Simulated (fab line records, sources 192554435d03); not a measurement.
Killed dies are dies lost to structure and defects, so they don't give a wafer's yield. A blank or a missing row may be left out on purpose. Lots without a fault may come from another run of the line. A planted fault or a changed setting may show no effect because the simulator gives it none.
fab line records | flow n5_finfet
record lots=6 wafers=18 last_day=17
route steps=1938 shown BEOL_M8@1377 PASSIVATION@1936
lots that met no fault: from a run of the same line without faults
start_h: hours from the record's first day to the start of the lot's first wafer shown | wait_h: hours since the lot's step before | " the same as in the row above | L1.1+2: a row that stands for several wafers | - no value, or no start given | * or withheld: withheld | < > ~ a bound
route shown NAME@n: a module of which the file shows steps, and the number in the route of the first | usual: mean/standard deviation of fault-free wafers | same: alike in all rows | chamber/n: place in a boat | sites: the reading at each site | _std_site: their standard deviation | _edge_site: outer sites' mean less inner sites' | radius_mm: how far each site lies from the wafer's centre | mask NAME#n: copy n | behind: the tool/chamber that last shaped the wafer | hold: why the lot was held/for how many hours/how that ended | device: the transistor (n, p or np) that didn't switch | end of line: the same wafers' tests at the end of the route | a step without rows: its recipe alone | killed: dies lost to structure and defects at the first sort, not the wafer's yield | map: a wafer's dies, x killed, . not, _ none there
set.NAME: the setting as run; set.NAME@STEP: as run at that earlier step | model.NAME: the simulator's own value behind a step, which no gauge read
lots at some steps of the route; a table a step, a row a wafer
services: from which hour (start_h, from the record's first day; less than 0 if before it) a tool's chamber was out of use, for how many hours, and why
## steps
# step N5_BEOL_M8_TRENCH_ETCH_37
# recipe chemistry=C4F6/O2 target_depth_a=934.78 target=SiCOH_lowk time_s=31.2 ion_energy_ev=250 pressure_mtorr=30 source_w=345 bias_w=185 Ar_flow_sccm=300 C4F6_flow_sccm=10 O2_flow_sccm=10
# usual drypump_motor_current_A=5.5/0.38 oes_ar_750_au=0.80/0.086 oes_f_703_au=0.79/0.088 oes_product_au=0.80/0.089 rf_vpp_V=670/21 showerhead_plenum_p_Torr=2.85/0.13 throttle_valve_pct=20.91/0.28
# columns lot.wafer tool chamber start_h wait_h drypump_motor_current_A oes_ar_750_au oes_f_703_au oes_product_au rf_hours_counter_h rf_vpp_V showerhead_plenum_p_Torr throttle_valve_pct
L663.3 rie_diel-05 3 - - 5.0 0.70 0.72 0.70 229 654 2.90 20.86
L663.4 " 2 " " 5.7 0.78 0.80 0.77 156 654 2.62 21.36
L663.6 " 0 " " 4.8 0.70 0.69 0.69 - 649 2.69 20.93
L662.1 rie_diel-04 3 - - 5.0 0.93 0.97 0.93 10 653 2.91 20.32
L662.3 " 2 " " 5.7 0.68 0.64 0.67 253 705 2.94 21.43
L662.6 " 3 " " 5.1 0.94 0.98 0.93 - 652 2.91 20.33
L669.1 rie_diel-04 2 - - 5.7 0.91 0.87 0.91 8 706 2.94 21.18
L669.2 " 0 " " 6.0 0.85 0.82 0.86 38 683 2.93 20.89
L669.5 " 2 " " 5.7 0.91 0.86 0.92 - 704 2.93 21.19
L671.1 rie_diel-05 1 - - 5.6 0.76 0.73 0.76 97 666 2.77 20.79
L671.3 " 3 " " 5.0 0.69 0.71 0.69 244 650 2.89 20.88
L671.4 " 2 " " 5.7 0.77 0.78 0.76 - 652 2.62 21.38
L682.2 rie_diel-04 3 - - 5.0 0.85 0.88 0.84 58 652 2.88 20.41
L682.3 " 1 " " 5.6 0.87 0.84 0.88 45 664 3.04 20.92
L682.4 " 0 " " 6.0 0.81 0.79 0.82 65 682 2.92 20.93
L684.1 rie_diel-04 0 - - 6.0 0.81 0.78 0.82 70 683 2.92 20.91
L684.3 " 3 " " 5.1 0.84 0.87 0.84 63 654 2.88 20.42
L684.5 " 0 " " 6.0 0.81 0.78 0.81 - 682 2.92 20.94
# step N5_BEOL_M8_ETCH_41
# recipe chemistry=CH3F/O2 target=SiCN target_depth_a=319 taper_deg=2 time_s=57.8 ion_energy_ev=120 mask_material=TiN pressure_mtorr=30 source_w=395 bias_w=75 Ar_flow_sccm=150 CH3F_flow_sccm=30 O2_flow_sccm=20
# usual drypump_motor_current_A=5.5/0.38 oes_product_au=0.81/0.088 rf_vpp_V=297.2/1.9 showerhead_plenum_p_Torr=2.00/0.092 throttle_valve_pct=16.29/0.28
# columns lot.wafer tool chamber start_h wait_h drypump_motor_current_A oes_product_au rf_hours_counter_h rf_vpp_V showerhead_plenum_p_Torr throttle_valve_pct
L663.3 rie_diel-05 3 - - 5.0 0.70 229 296.5 2.04 16.40
L663.4 " 2 " " 5.7 0.77 156 294.7 1.84 16.74
L663.6 " 0 " " 4.8 0.70 - 295.3 1.88 16.42
L662.1 rie_diel-04 3 - - 5.1 0.93 10 297.9 2.05 15.74
L662.3 " 2 " " 5.7 0.69 253 298.9 2.07 16.81
L662.6 " 3 " " 5.1 0.93 - 298.3 2.05 15.74
L669.1 rie_diel-04 2 - - 5.7 0.92 8 298.4 2.06 16.42
L669.2 " 0 " " 6.0 0.87 38 299.2 2.06 16.18
L669.5 " 2 " " 5.7 0.92 - 296.9 2.06 16.42
L671.1 rie_diel-05 1 - - 5.6 0.76 97 294.9 1.94 16.16
L671.3 " 3 " " 5.0 0.68 244 297.7 2.04 16.43
L671.4 " 2 " " 5.7 0.76 - 293.5 1.84 16.77
L682.2 rie_diel-04 3 - - 5.1 0.85 58 298.1 2.03 15.84
L682.3 " 1 " " 5.6 0.88 45 298.2 2.13 16.20
L682.4 " 0 " " 6.1 0.82 65 298.2 2.05 16.25
L684.1 rie_diel-04 0 - - 6.0 0.81 70 297.6 2.05 16.24
L684.3 " 3 " " 5.0 0.84 63 296.5 2.03 15.85
L684.5 " 0 " " 6.0 0.82 - 298.6 2.05 16.24
# step N5_BEOL_M8_STRIP_80
# recipe chemistry=N2/H2 time_s=10 power_w=450 temp_c=40 pressure_mtorr=20 rf_frequency_hz=6e+07 bias_power_w=7 n2_flow_sccm=200 h2_flow_sccm=200
# step N5_BEOL_M8_OCD_MEAS_38
# usual trench_depth_nm=92.7/2.2
# columns lot.wafer tool chamber start_h wait_h trench_depth_nm
L663.3 ocd-02 - 210.32 - 95.1
L663.4 " - " " 92.9
L663.6 " - " " 92.0
L662.1 ocd-02 - 210.69 - 95.3
L662.3 " - " " 90.4
L662.6 " - " " 95.8
L669.1 ocd-01 - 251.74 - 91.3
L669.2 " - " " 92.2
L669.5 " - " " 91.3
L671.1 ocd-01 - 254.62 - 88.6
L671.3 " - " " 94.7
L671.4 " - " " 92.7
L682.2 ocd-01 - 331.18 - 97.3
L682.3 " - " " 92.4
L682.4 " - " " 92.6
L684.1 ocd-02 - 346.10 - 92.8
L684.3 " - " " 97.3
L684.5 " - " " 93.4
# step N5_BEOL_M8_HM_STRIP_39
# recipe chemistry=peroxide_tin_strip material=TiN target_depth_a=250 temp_c=50 time_s=158
# step N5_BEOL_M8_SRD_40
# recipe time_s=30 temp_c=23 rinse_liquid=diw dry=ipa_marangoni
# step N5_BEOL_M8_PRECLEAN_42
# recipe chemistry=residue_remover time_s=60 temp_c=40
# step N5_BEOL_M8_SRD_43
# recipe time_s=30 temp_c=23 rinse_liquid=diw dry=ipa_marangoni
# step N5_BEOL_M8_CD_MEAS_35
# recipe target_cd_nm=40 polarity=opening
# usual cd_nm=39.7/0.72
# columns lot.wafer tool chamber start_h wait_h cd_nm
L663.3 cd_sem-01 - 210.47 0.0 39.7
L663.4 " - " " 39.7
L663.6 " - " " 39.9
L662.1 cd_sem-02 - 210.84 0.0 40.3
L662.3 " - " " 38.7
L662.6 " - " " 38.7
L669.1 cd_sem-02 - 251.89 0.0 39.4
L669.2 " - " " 39.4
L669.5 " - " " 38.2
L671.1 cd_sem-01 - 254.77 0.0 40.4
L671.3 " - " " 40.5
L671.4 " - " " 39.5
L682.2 cd_sem-02 - 331.33 0.0 41.4
L682.3 " - " " 40.1
L682.4 " - " " 39.0
L684.1 cd_sem-03 - 346.27 0.0 39.3
L684.3 " - " " 38.8
L684.5 " - " " 39.0
# step N5_BEOL_M8_CURE_75
# recipe temp_c=370 time_s=120 ambient=DMADMS/He material=SiCOH_lowk
# usual lamp_power_pct=52.31/0.052 wafer_temp_C_max=371.6/0.49
# columns lot.wafer tool chamber start_h wait_h lamp_power_pct wafer_temp_C_max
L663.3 uv_cure-01 1 210.61 0.1 52.27 371.3
L663.4 " 1 " " 52.26 371.5
L663.6 " 1 " " 52.28 371.2
L662.1 uv_cure-03 0 210.88 0.0 52.33 371.6
L662.3 " 0 " " 52.34 371.7
L662.6 " 0 " " 52.29 371.6
L669.1 uv_cure-03 1 251.94 0.0 52.29 372.5
L669.2 " 1 " " 52.41 371.9
L669.5 " 1 " " 52.20 371.6
L671.1 uv_cure-01 2 254.81 0.0 52.30 371.7
L671.3 " 2 " " 52.22 372.0
L671.4 " 2 " " 52.36 371.6
L682.2 uv_cure-01 0 331.71 0.4 52.25 372.7
L682.3 " 0 " " 52.27 372.8
L682.4 " 0 " " 52.24 372.1
L684.1 uv_cure-02 0 346.32 0.0 52.28 370.9
L684.3 " 0 " " 52.27 371.2
L684.5 " 0 " " 52.36 370.9
# step N5_BEOL_M8_DEGAS_44
# recipe ambient=vacuum temp_c=250 time_s=60
# step N5_BEOL_M8_PRE_CLEAN_45
# recipe gas=H2/He time_s=30 temp_c=250
# usual heater_power_w=324/21 susceptor_temp_C=250.02/0.17
# columns lot.wafer tool chamber start_h wait_h heater_power_w susceptor_temp_C
L663.3 pvd_sputter-03 - 210.94 0.0 291 249.98
L663.4 " - " " 314 250.08
L663.6 " - " " 288 249.80
L662.1 pvd_sputter-02 - 212.75 0.0 301 250.00
L662.3 " - " " 303 249.91
L662.6 " - " " 315 249.62
L669.1 pvd_sputter-03 - 252.50 0.0 309 250.04
L669.2 " - " " 302 250.23
L669.5 " - " " 307 250.16
L671.1 pvd_sputter-01 - 255.51 0.0 322 249.96
L671.3 " - " " 322 249.73
L671.4 " - " " 343 250.24
L682.2 pvd_sputter-01 - 332.02 0.0 328 250.09
L682.3 " - " " 335 250.08
L682.4 " - " " 331 249.99
L684.1 pvd_sputter-01 - 346.69 0.0 345 250.42
L684.3 " - " " 361 250.42
L684.5 " - " " 327 250.02
# step N5_BEOL_M8_ALD_77
# recipe material=TaN target_thk_a=20 temp_c=275 ald_precursor_family=PDMAT ald_co_reactant=NH3 pressure_torr=3 carrier_flow_sccm=1500 pulse_time_s=2 purge_time_s=3 co_reactant_purge_time_s=2 co_reactant_pulse_time_s=3 ald_cycles=40 precursor_vessel_temp_c=75 precursor_vessel_pressure_torr=26.25 precursor_vessel_carrier_sccm=1000
# usual heater_power_outer_w=242/34 heater_power_w=429/64 susceptor_temp_C=274.99/0.18
# columns lot.wafer tool chamber start_h wait_h heater_power_outer_w heater_power_w susceptor_temp_C
L663.3 ald_metal-02 0 211.00 0.0 258 469 274.95
L663.4 " 1 " " 249 455 275.14
L663.6 " 2 " " 212 377 274.80
L662.1 ald_metal-02 3 212.81 0.0 283 495 274.86
L662.3 " 1 " " 254 450 275.06
L662.6 " 2 " " 207 387 275.10
L669.1 ald_metal-02 3 252.65 0.1 239 427 258.45
L669.2 " 1 " " 219 398 258.62
L669.5 " 2 " " 184 328 258.63
L671.1 ald_metal-02 1 255.59 0.1 219 383 258.68
L671.3 " 2 " " 182 318 258.65
L671.4 " 0 " " 223 425 258.96
L682.2 ald_metal-03 1 332.12 0.1 224 399 275.35
L682.3 " 3 " " 254 388 274.82
L682.4 " 2 " " 214 384 275.11
L684.1 ald_metal-03 1 346.93 0.2 222 392 274.90
L684.3 " 3 " " 248 391 275.00
L684.5 " 0 " " 273 511 275.06
# step N5_BEOL_M8_SURFACE_TREAT_79
# recipe gas=Ar time_s=* ion_energy_ev=* ion_current_ma_cm2=0.5 pressure_mtorr=* ar_flow_sccm=30
# usual throttle_valve_pct=*
# columns lot.wafer tool chamber start_h wait_h throttle_valve_pct
L663.3 pvd_sputter-02 - 212.67 1.5 *
L663.4 " - " " *
L663.6 " - " " *
L662.1 pvd_sputter-02 - 213.11 0.2 *
L662.3 " - " " *
L662.6 " - " " *
L669.1 pvd_sputter-02 - 253.17 0.4 *
L669.2 " - " " *
L669.5 " - " " *
L671.1 pvd_sputter-01 - 256.03 0.3 *
L671.3 " - " " *
L671.4 " - " " *
L682.2 pvd_sputter-01 - 332.45 0.2 *
L682.3 " - " " *
L682.4 " - " " *
L684.1 pvd_sputter-03 - 347.30 0.2 *
L684.3 " - " " *
L684.5 " - " " *
# step N5_PASSIVATION_PROBE_49
# usual defect_limited_yield=91.1/1.6 killed_at_M0_to_M3=35/11 killed_at_M4_up=13/5.4 killed_at_contacts=13/6.5 killed_at_front_end=40/14 killed_at_other=4/3.1 killed_dies=105/18 killed_on_rim=14/4.1 killed_open=69/14 killed_short=34/7.3 sort_bin_5_function=5.2/0.96 sort_bin_6_memory=3.4/0.77 sort_bin_8_speed=0.02/0.13 sort_n_pass=1075/19 sort_yield_pct=91.1/1.6
# same gross_dies=1180 killed_at_back_side=0 sort_bin_4_leakage[%]=0
# columns lot.wafer tool chamber start_h wait_h defect_limited_yield[%] killed_at_M0_to_M3 killed_at_M4_up killed_at_contacts killed_at_front_end killed_at_other killed_dies killed_on_rim killed_open killed_short sort_bin_5_function[%] sort_bin_6_memory[%] sort_bin_8_speed[%] sort_n_pass sort_yield_pct[%]
L663.3 prober-02 - 285.42 0.2 89.7 61 9 7 43 2 122 14 75 40 5.7 4.2 0 1058 89.7
L663.4 prober-02 - 285.47 0.3 90.2 49 12 8 44 3 116 13 62 49 6.1 3.3 0 1064 90.2
L663.6 prober-02 - 285.57 0.4 89.1 52 14 13 41 9 129 17 79 46 5.6 4.8 0 1051 89.1
L662.1 prober-01 - 289.63 0.0 93.9 20 21 2 24 5 72 8 45 24 4.4 1.4 0 1108 93.9
L662.3 prober-01 - 289.73 0.1 90.6 38 21 17 34 1 111 16 75 35 5.3 3.8 0 1069 90.6
L662.6 prober-01 - 289.88 0.3 92.2 44 15 6 24 3 92 9 55 33 4.8 2.8 0 1088 92.2
L669.1 prober-02 - 317.57 0.0 92.1 28 21 10 32 2 93 15 55 35 4.4 2.8 0.08 1087 92.1
L669.2 prober-02 - 317.62 0.1 90.4 34 23 23 31 2 113 16 86 26 6.2 3.2 0 1067 90.4
L669.5 prober-02 - 317.77 0.2 91.7 21 9 20 43 5 98 12 71 26 4.2 3.6 0 1082 91.7
L671.1 prober-02 - 327.60 0.0 90.9 24 17 16 46 4 107 18 77 30 5.8 2.7 0 1073 90.9
L671.3 prober-02 - 327.70 0.1 93.1 15 14 18 33 1 81 10 50 30 4.6 2.1 0 1099 93.1
L671.4 prober-02 - 327.75 0.2 91.9 28 13 19 30 6 96 15 60 36 4.9 3.1 0.17 1082 91.7
L682.2 prober-01 - 398.06 0.1 90.8 29 12 18 43 7 109 15 83 26 5.5 3.6 0 1071 90.8
L682.3 prober-01 - 398.11 0.1 90.3 33 18 15 38 10 114 22 70 40 4.8 4.4 0.08 1066 90.3
L682.4 prober-01 - 398.16 0.2 91.6 41 18 7 25 8 99 13 74 23 4.2 4.2 0 1081 91.6
L684.1 prober-01 - 413.69 0.0 90.5 28 13 22 45 4 112 17 79 33 5.7 3.5 0 1068 90.5
L684.3 prober-01 - 413.79 0.1 89.3 33 8 23 54 8 126 19 70 48 6.9 3.1 0 1054 89.3
L684.5 prober-01 - 413.89 0.2 87.0 37 7 10 98 1 153 23 113 36 7.9 4.7 0 1027 87.0
# killed by level:class
L663.3 BEOL_M0_SAQP:geometric_particle:open=22 BEOL_M0_SAQP:geometric_particle:short=14 STI_FIN_REVEAL:geometric_particle:open=7 BEOL_M1:geometric_particle:open=7 BEOL_M1:geometric_particle:short=7 FIN_SAQP:geometric_particle:open=6 DUMMY_GATE:geometric_particle:open=6 MOL_CONTACT_COAG:geometric_particle:open=5
L663.4 BEOL_M0_SAQP:geometric_particle:short=16 BEOL_M0_SAQP:geometric_particle:open=12 FIN_SAQP:geometric_particle:open=8 GATE_CUT:geometric_particle:short=7 STI_FIN_REVEAL:geometric_particle:open=6 BEOL_M1:geometric_particle:open=5 BEOL_M2:geometric_particle:open=5 FIN_SAQP:geometric_particle:short=4
L663.6 BEOL_M0_SAQP:geometric_particle:short=12 BEOL_M1:geometric_particle:open=11 MOL_CONTACT_COAG:geometric_particle:open=10 BEOL_M0_SAQP:geometric_particle:open=10 STI_FIN_REVEAL:geometric_particle:open=8 GATE_CUT:geometric_particle:short=6 BEOL_M2:geometric_particle:open=6 FIN_SAQP:geometric_particle:open=5
L662.1 BEOL_M4:geometric_particle:open=10 STI_FIN_REVEAL:geometric_particle:open=7 BEOL_M0_SAQP:geometric_particle:open=7 BEOL_M0_SAQP:geometric_particle:short=4 BEOL_M5:geometric_particle:open=3 STARTING-WAFER:geometric_particle:short=3 STI_FIN_REVEAL:geometric_particle:short=2 DUMMY_GATE:geometric_particle:open=2
L662.3 MOL_CONTACT_COAG:geometric_particle:open=16 BEOL_M0_SAQP:geometric_particle:open=11 BEOL_M0_SAQP:geometric_particle:short=10 FIN_SAQP:geometric_particle:open=6 BEOL_M5:geometric_particle:open=6 STI_FIN_REVEAL:geometric_particle:open=5 GATE_CUT:geometric_particle:short=5 GATE_CUT:geometric_particle:open=4
L662.6 BEOL_M0_SAQP:geometric_particle:short=10 BEOL_M0_SAQP:geometric_particle:open=9 STI_FIN_REVEAL:geometric_particle:open=6 GATE_CUT:geometric_particle:short=6 BEOL_M3:geometric_particle:open=6 BEOL_M1:geometric_particle:open=5 BEOL_M2:geometric_particle:open=5 BEOL_M0_CUTY:coat_microbubble_printed=4
L669.1 MOL_CONTACT_COAG:geometric_particle:open=9 BEOL_M0_SAQP:geometric_particle:open=8 BEOL_M4:geometric_particle:short=7 FIN_SAQP:geometric_particle:open=6 BEOL_M0_SAQP:geometric_particle:short=6 BEOL_M3:geometric_particle:open=5 FIN_SAQP:geometric_particle:short=3 DUMMY_GATE:geometric_particle:open=3
L669.2 MOL_CONTACT_COAG:geometric_particle:open=18 BEOL_M2:geometric_particle:open=16 DUMMY_GATE:geometric_particle:open=9 FIN_SAQP:geometric_particle:open=8 BEOL_M3:geometric_particle:open=7 FIN_SAQP:geometric_particle:short=5 MOL_CONTACT_COAG:geometric_particle:short=5 BEOL_M8:geometric_particle:open=5
L669.5 MOL_CONTACT_COAG:geometric_particle:open=18 BEOL_M3:geometric_particle:open=8 FIN_SAQP:geometric_particle:short=7 GATE_CUT:geometric_particle:open=7 FIN_SAQP:geometric_particle:open=5 DUMMY_GATE:geometric_particle:open=5 BEOL_M1:geometric_particle:open=5 GATE_CUT:geometric_particle:short=4
L671.1 STI_FIN_REVEAL:geometric_particle:open=13 MOL_CONTACT_COAG:geometric_particle:open=13 BEOL_M0:geometric_particle:open=6 BEOL_M0_SAQP:geometric_particle:open=5 DUMMY_GATE:geometric_particle:open=4 GATE_CUT:geometric_particle:open=4 GATE_CUT:geometric_particle:short=4 BEOL_M0_SAQP:geometric_particle:short=4
L671.3 MOL_CONTACT_COAG:geometric_particle:open=14 BEOL_M4:geometric_particle:open=7 FIN_SAQP:geometric_particle:short=6 BEOL_M0_SAQP:geometric_particle:short=5 STI_FIN_REVEAL:geometric_particle:open=4 ILD0:geometric_particle:short=4 MOL_CONTACT_COAG:geometric_particle:short=4 STARTING-WAFER:geometric_particle:open=4
L671.4 MOL_CONTACT_COAG:geometric_particle:open=17 BEOL_M0_SAQP:geometric_particle:short=8 BEOL_M1:geometric_particle:open=7 DUMMY_GATE:geometric_particle:open=6 STI_FIN_REVEAL:geometric_particle:open=5 BEOL_M0_SAQP:geometric_particle:open=5 STARTING-WAFER:geometric_particle:short=5 FIN_SAQP:geometric_particle:short=4
L682.2 FIN_SAQP:geometric_particle:open=16 MOL_CONTACT_COAG:geometric_particle:open=15 BEOL_M3:geometric_particle:open=12 BEOL_M2:geometric_particle:open=7 FIN_SAQP:geometric_particle:short=6 DUMMY_GATE:geometric_particle:open=5 MIM_TOP_ETCH:geometric_particle:open=5 ILD0:geometric_particle:short=4
L682.3 MOL_CONTACT_COAG:geometric_particle:open=13 BEOL_M1:geometric_particle:open=9 BEOL_M3:geometric_particle:open=9 STARTING-WAFER:geometric_particle:short=8 FIN_SAQP:geometric_particle:short=7 BEOL_M4:geometric_particle:open=6 FIN_SAQP:geometric_particle:open=5 DUMMY_GATE:geometric_particle:open=5
L682.4 BEOL_M3:geometric_particle:open=15 BEOL_M2:geometric_particle:open=14 MOL_CONTACT_COAG:geometric_particle:open=6 FIN_SAQP:geometric_particle:open=5 BEOL_M4:geometric_particle:open=5 BEOL_M8:geometric_particle:open=5 ILD0:geometric_particle:open=4 BEOL_M1:geometric_particle:open=4
L684.1 STI_FIN_REVEAL:geometric_particle:open=19 MOL_CONTACT_COAG:geometric_particle:open=17 BEOL_M2:geometric_particle:open=9 FIN_SAQP:geometric_particle:short=6 FIN_SAQP:geometric_particle:open=5 BEOL_M4:geometric_particle:open=5 MOL_CONTACT_COAG:geometric_particle:short=5 BEOL_M2:geometric_particle:short=5
L684.3 MOL_CONTACT_COAG:geometric_particle:open=18 FIN_SAQP:geometric_particle:open=12 BEOL_M0_SAQP:geometric_particle:short=12 FIN_SAQP:geometric_particle:short=9 STI_FIN_REVEAL:geometric_particle:open=9 BEOL_M0_SAQP:geometric_particle:open=8 BEOL_M4:geometric_particle:short=7 ILD0:geometric_particle:open=5
L684.5 STI_FIN_REVEAL:geometric_particle:open=57 STI_FIN_REVEAL:geometric_particle:short=10 BEOL_M0_SAQP:geometric_particle:open=9 BEOL_M0_SAQP:geometric_particle:short=9 MOL_CONTACT_COAG:geometric_particle:open=8 FIN_SAQP:geometric_particle:open=7 BEOL_M2:geometric_particle:open=7 BEOL_M1:geometric_particle:open=6
## services
# columns tool chamber start_h hours kind
ald_metal-02 - 186.28 0.5 repair
uv_cure-03 - 193.66 4.5 pm
rie_diel-04 1 196.86 - clean
rie_diel-04 1 196.86 - consumable_replace:focus_ring
rie_diel-04 1 196.86 - consumable_replace:showerhead
rie_diel-04 1 196.86 14.6 scheduled_down
rie_diel-04 1 196.86 14.6 vent_cycle
rie_diel-04 0 199.60 4.3 repair
rie_diel-04 2 211.62 - clean
rie_diel-04 2 211.62 - consumable_replace:focus_ring
rie_diel-04 2 211.62 19.5 scheduled_down
rie_diel-04 2 211.62 19.5 vent_cycle
rie_diel-05 0 245.48 11.8 repair
rie_diel-05 3 266.21 - clean
rie_diel-05 3 266.21 - consumable_replace:focus_ring
rie_diel-05 3 266.21 19.3 scheduled_down
rie_diel-05 3 266.21 19.3 vent_cycle
uv_cure-02 - 277.50 7.5 pm
uv_cure-02 - 288.45 18.8 repair
rie_diel-05 3 295.88 15.1 repair
uv_cure-03 - 302.46 0.9 repair
rie_diel-05 0 314.81 2.2 repair
ald_metal-02 3 317.54 8.4 repair
uv_cure-03 - 345.91 1.0 pm
## key
first_sign step=N5_BEOL_M8_ALD_77 reading=susceptor_temp_C direction=down sigmas=91 usual=* struck=*
effect none on later readings
met_at N5_BEOL_M8_ALD_77
struck_wafers L669.1,L669.2,L669.5,L671.1,L671.3,L671.4
onset_between 212.81 252.65
fault kind=process_parameter_drift tool=ald_metal-02 chamber=- onset_h=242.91 steps=N5_BEOL_M8_ALD_77 channel=temp_c offset=* shape=step end_h=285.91 acts_in=* stated=*
